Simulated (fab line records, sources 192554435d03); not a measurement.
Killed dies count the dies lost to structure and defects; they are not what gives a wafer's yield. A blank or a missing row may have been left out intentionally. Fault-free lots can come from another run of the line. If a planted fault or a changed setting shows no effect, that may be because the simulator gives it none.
fab line records	flow n5-finfet
record lots=11	wafers=31	last-day=17
route steps=1938 shown BEOL_M5@1180 BEOL_M6@1194
lots untouched by any fault: they come from a run of this same line in which no faults occurred
start-h: start of the lot's first displayed wafer, in hours after the record's first day	wait-h: hours since the lot's step before	" repeats the value in the row above	L1.1+2: a row that stands for several wafers	- no value, or no start given	* or withheld: withheld	< > ~ a bound
route shown NAME@n: a module of which the file shows steps, and the number in the route of the first	usual: mean/standard deviation taken from wafers without a fault	same: alike in all rows	chamber/n: place in a boat	sites: each site's reading	_std_site: how widely they spread, as a standard deviation	_edge_site: the outer-site mean with the inner-site mean subtracted	radius-mm: how far each site lies from the wafer's centre	mask NAME#n: copy n	behind: the tool/chamber that last shaped the wafer	hold: why the lot was held/for how many hours/how that ended	device: which transistor (n, p or np) failed to switch	end of line: the same wafers' tests at the end of the route	a step without rows: its recipe alone	killed: count of dies lost to structure and defects at first sort (not the wafer's yield)	map: dies across one wafer; x = killed, . = not, _ = none there
set.NAME: the setting the step ran with; set.NAME@STEP: the setting that earlier step ran with	model.NAME: the simulator's own value behind a step, which no gauge read
the route's steps for a sample of lots (tables are steps, rows are wafers)
services: the hour from which a tool's chamber was out of use, counted from the record's first day as start-h (under 0 if before that day), plus the number of hours and why
## steps
# step N5_BEOL_M5_ANNEAL_84
# recipe temp-c=400	time-s=1800	ambient=vacuum
# usual heater-power-w=812/100
lot.wafer	tool	chamber	start-h	wait-h	heater-power-w
L308.3	pvd-sputter-03	-	208.63	0.0	817
L308.4	"	-	"	"	683
L308.5	"	-	"	"	757
L309.1	pvd-sputter-02	-	211.73	0.0	764
L309.3	"	-	"	"	793
L309.4	"	-	"	"	763
L311.1	pvd-sputter-03	-	223.80	0.0	677
L311.3	"	-	"	"	779
L311.4	"	-	"	"	826
L312.2	pvd-sputter-02	-	236.54	0.0	1025
L312.4	"	-	"	"	779
L313.1	pvd-sputter-03	-	243.51	0.0	774
L313.4	"	-	"	"	686
L314.1	pvd-sputter-02	-	245.13	0.0	778
L314.5	"	-	"	"	756
L314.6	"	-	"	"	1035
L322.2	pvd-sputter-02	-	292.08	0.0	1016
L322.4	"	-	"	"	741
L322.5	"	-	"	"	1036
L324.2	pvd-sputter-01	-	304.08	0.0	927
L324.3	"	-	"	"	755
L324.5	"	-	"	"	789
L325.1	pvd-sputter-03	-	312.17	0.0	749
L325.4	"	-	"	"	829
L325.6	"	-	"	"	823
L326.2	pvd-sputter-02	-	313.92	0.0	740
L326.4	"	-	"	"	765
L326.5	"	-	"	"	754
L327.3	pvd-sputter-02	-	320.99	0.0	1032
L327.5	"	-	"	"	1048
L327.6	"	-	"	"	759
# step N5_BEOL_M5_ECD_50
# recipe material=Cu	target-thk-a=3000
lot.wafer	tool	chamber	start-h	wait-h
L308.3+4+5	ecd-cu-02	0,1,1	210.86	0.1
L309.1+3+4	ecd-cu-01	1,0,1	213.94	0.1
L311.1+3+4	ecd-cu-02	1,0,1	226.01	0.1
L312.2+4	ecd-cu-01	0,1	238.77	0.1
L313.1+4	ecd-cu-01	0	245.72	0.1
L314.1+5+6	ecd-cu-01	0,0,1	247.34	0.1
L322.2+4+5	ecd-cu-02	0,1,0	294.29	0.1
L324.2+3+5	ecd-cu-01	1	306.29	0.1
L325.1+4+6	ecd-cu-02	0,1,1	314.38	0.1
L326.2+4+5	ecd-cu-01	0,0,1	316.13	0.1
L327.3+5+6	ecd-cu-01	0,0,1	323.22	0.1
# step N5_BEOL_M5_CMP_52
# recipe stop-on=SiCOH_lowk	t-overpolish-s=6.9	down-force-psi=1	platen-rpm=50	clearing-platen-down-force-psi=1.5	clearing-platen-rpm=50	post-cmp-clean=cu-alkaline	target-thk-nm=62	clearing-platen-pad-velocity-m-s=0.99484	pad-velocity-m-s=0.99484
# usual edge-zone-pressure-frac=1.000/0.0045	motor-current-A=6.1/0.53	slurry-flow-ml-min=150.0/0.5	time-to-endpoint-s=61.7/2.9
lot.wafer	tool	chamber	start-h	wait-h	edge-zone-pressure-frac	motor-current-A	slurry-flow-ml-min	time-to-endpoint-s
L308.3	cmp-04	3	211.28	0.2	1.006	5.7	150.5	58.1
L308.4	"	1	"	"	0.994	5.4	149.7	66.3
L308.5	"	2	"	"	0.999	6.8	150.5	60.2
L309.4	cmp-03	2	214.33	0.1	1.000	6.2	150.4	64.9
L309.1	"	3	"	"	1.002	5.7	150.4	59.3
L309.3	"	0	"	"	1.003	5.5	150.2	62.9
L311.1	cmp-04	2	227.34	1.2	1.004	6.9	149.7	61.0
L311.3	"	3	"	"	1.000	6.0	149.5	59.8
L311.4	"	1	"	"	0.996	5.4	149.8	65.3
L312.4	cmp-04	2	239.23	0.1	0.992	7.0	149.6	60.6
L312.2	"	1	"	"	1.001	5.5	150.1	105.2
L313.1	cmp-02	0	246.12	0.3	1.004	6.2	149.7	92.0
L313.4	"	1	"	"	0.999	6.9	150.1	63.9
L314.1	cmp-04	3	247.76	0.3	1.002	5.5	150.2	95.8
L314.5	"	2	"	"	0.990	7.0	149.6	58.9
L314.6	"	3	"	"	1.010	6.0	150.6	59.1
L322.2	cmp-03	3	294.76	0.3	1.000	5.4	149.9	57.8
L322.4	"	0	"	"	1.002	5.7	150.6	62.2
L322.5	"	2	"	"	1.002	6.2	149.4	65.3
L324.3	cmp-02	2	306.67	0.2	1.002	5.9	150.0	59.8
L324.2	"	1	"	"	0.995	6.5	149.6	61.1
L324.5	"	3	"	"	1.002	6.0	149.5	60.3
L325.1	cmp-03	2	315.03	0.3	1.007	5.7	149.6	68.6
L325.4	"	3	"	"	0.999	6.0	149.4	59.9
L325.6	"	0	"	"	0.993	5.6	150.0	67.9
L326.4	cmp-02	0	316.59	0.2	1.003	6.2	149.8	54.2
L326.2	"	1	"	"	0.998	6.7	150.9	60.2
L326.5	"	3	"	"	0.992	6.1	148.6	57.5
L327.3	cmp-02	0	323.98	0.2	1.000	6.2	149.9	61.8
L327.5	"	3	"	"	0.994	5.9	150.2	62.5
L327.6	"	0	"	"	0.999	5.9	150.1	58.3
# step N5_BEOL_M5_RS_MEAS_57
# recipe thk-meas-gauge=four-point-probe	reads=Co_of_BEOL_M5_CO_CAP_78+Cu_of_BEOL_M5_ECD_50+Co_of_BEOL_M5_CVD_47+TaN_of_BEOL_M5_ALD_86
# usual M5_RS=0.391/0.015
lot.wafer	tool	chamber	start-h	wait-h	M5_RS[ohm/sq]
L308.3	film-metro-02	-	211.84	0.1	0.398
L308.4	"	-	"	"	0.363
L308.5	"	-	"	"	0.385
L309.1	film-metro-01	-	214.89	0.0	0.419
L309.3	"	-	"	"	0.392
L309.4	"	-	"	"	0.406
L311.1	film-metro-02	-	228.07	0.0	0.374
L311.3	"	-	"	"	0.366
L311.4	"	-	"	"	0.379
L312.2	film-metro-01	-	239.79	0.1	0.395
L312.4	"	-	"	"	0.407
L313.1	film-metro-02	-	246.67	0.0	0.400
L313.4	"	-	"	"	0.385
L314.1	film-metro-01	-	248.28	0.0	0.398
L314.5	"	-	"	"	0.394
L314.6	"	-	"	"	0.411
L322.2	film-metro-01	-	295.24	0.1	0.399
L322.4	"	-	"	"	0.399
L322.5	"	-	"	"	0.364
L324.2	film-metro-02	-	307.24	0.1	0.411
L324.3	"	-	"	"	0.403
L324.5	"	-	"	"	0.411
L325.1	film-metro-02	-	315.51	0.0	0.391
L325.4	"	-	"	"	0.389
L325.6	"	-	"	"	0.397
L326.2	film-metro-02	-	317.07	0.1	0.383
L326.4	"	-	"	"	0.391
L326.5	"	-	"	"	0.366
L327.3	film-metro-01	-	324.50	0.1	0.416
L327.5	"	-	"	"	0.369
L327.6	"	-	"	"	0.404
# step N5_BEOL_M6_ILD_DEP_00
# recipe material=SiCOH_lowk	target-thk-a=1797.5	temp-c=300	precursor=DEMS/porogen	pressure-torr=5	rf-w=500	time-s=33.4
# usual heater-power-outer-w=149/23	heater-power-w=331/34	showerhead-plenum-p-Torr=5.739/0.015	throttle-valve-pct=13.8/0.7
lot.wafer	tool	chamber	start-h	wait-h	heater-power-outer-w	heater-power-w	showerhead-plenum-p-Torr	throttle-valve-pct
L308.3	pecvd-01	0	211.92	0.1	125	283	5.761	13.7
L308.4	"	1	"	"	147	345	5.730	13.9
L308.5	"	1	"	"	147	361	5.729	13.8
L309.1	pecvd-04	2	214.96	0.0	123	269	5.718	12.8
L309.3	"	0	"	"	147	338	5.739	14.4
L309.4	"	0	"	"	149	342	5.733	14.1
L311.1	pecvd-01	1	228.13	0.0	129	339	5.723	13.9
L311.3	"	0	"	"	107	264	5.754	13.7
L311.4	"	1	"	"	135	350	5.738	13.9
L312.2	pecvd-01	0	239.85	0.0	156	334	5.746	13.8
L312.4	"	2	"	"	117	321	5.732	12.7
L313.1	pecvd-04	0	246.74	0.0	104	291	5.742	14.2
L313.4	"	2	"	"	150	305	5.722	13.2
L314.1	pecvd-01	1	248.34	0.0	147	361	5.740	14.0
L314.5	"	2	"	"	154	365	5.735	12.7
L314.6	"	1	"	"	157	372	5.718	14.1
L322.2	pecvd-01	0	295.30	0.0	133	302	5.735	14.1
L322.4	"	1	"	"	180	402	5.731	13.9
L322.5	"	2	"	"	119	331	5.741	12.2
L324.2	pecvd-02	0	307.30	0.0	168	338	5.753	13.2
L324.3	"	1	"	"	149	329	5.775	14.9
L324.5	"	1	"	"	147	331	5.743	15.2
L325.1	pecvd-04	0	315.57	0.0	126	315	5.728	14.3
L325.4	"	0	"	"	130	323	5.728	14.1
L325.6	"	1	"	"	193	375	5.738	13.6
L326.2	pecvd-02	0	317.14	0.0	175	334	5.749	13.2
L326.4	"	2	"	"	154	329	5.732	14.6
L326.5	"	0	"	"	178	349	5.758	13.2
L327.3	pecvd-01	0	324.56	0.0	157	318	5.736	13.8
L327.5	"	1	"	"	161	378	5.732	13.9
L327.6	"	2	"	"	148	360	5.763	13.0
## services
tool	chamber	start-h	hours	kind
pecvd-01	2	202.40	-	clean
pecvd-01	2	202.40	-	consumable-replace:showerhead
pecvd-01	2	202.40	29.0	scheduled-down
pecvd-01	2	202.40	29.0	vent-cycle
pvd-sputter-02	-	205.02	2.0	repair
ecd-cu-01	-	216.77	1.2	repair
pecvd-04	0	223.66	2.1	scheduled-down
cmp-02	-	231.34	4.0	pm
cmp-04	-	233.64	1.8	repair
cmp-02	-	235.34	-	consumable-replace:conditioner
cmp-02	-	235.34	-	consumable-replace:pad
pecvd-04	1	235.87	5.5	scheduled-down
pecvd-04	2	237.47	1.8	repair
pvd-sputter-01	-	246.25	3.0	repair
pecvd-01	0	248.25	4.4	repair
ecd-cu-02	-	254.73	1.0	repair
cmp-04	-	258.03	0.8	repair
pecvd-01	1	260.05	5.9	repair
pecvd-02	-	265.18	2.9	repair
pecvd-02	-	268.09	2.8	pm
cmp-03	-	276.92	1.5	repair
cmp-02	-	312.55	0.3	repair
ecd-cu-02	-	323.49	0.7	repair
pecvd-02	-	323.87	14.6	pm
## key
first-sign step=N5_BEOL_M5_CMP_52	reading=time-to-endpoint-s	direction=up	sigmas=12	usual=*	struck=*
effect none on later readings
met-at N5_BEOL_M5_ECD_50
struck-lots L312,L313,L314
struck-wafers L312.2,L313.1,L314.1
not-acting-at N5_BEOL_M5_ANNEAL_84,N5_BEOL_M5_RS_MEAS_57,N5_BEOL_M6_ILD_DEP_00
onset-between 213.94 238.77
fault kind=process-parameter-drift	tool=ecd-cu-01	chamber=-	onset-h=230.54	steps=N5_BEOL_M5_ECD_50	channel=target-thk-a	offset=*	shape=step	end-h=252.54	scope=struck-wafers-only	acts-in=*	stated=*
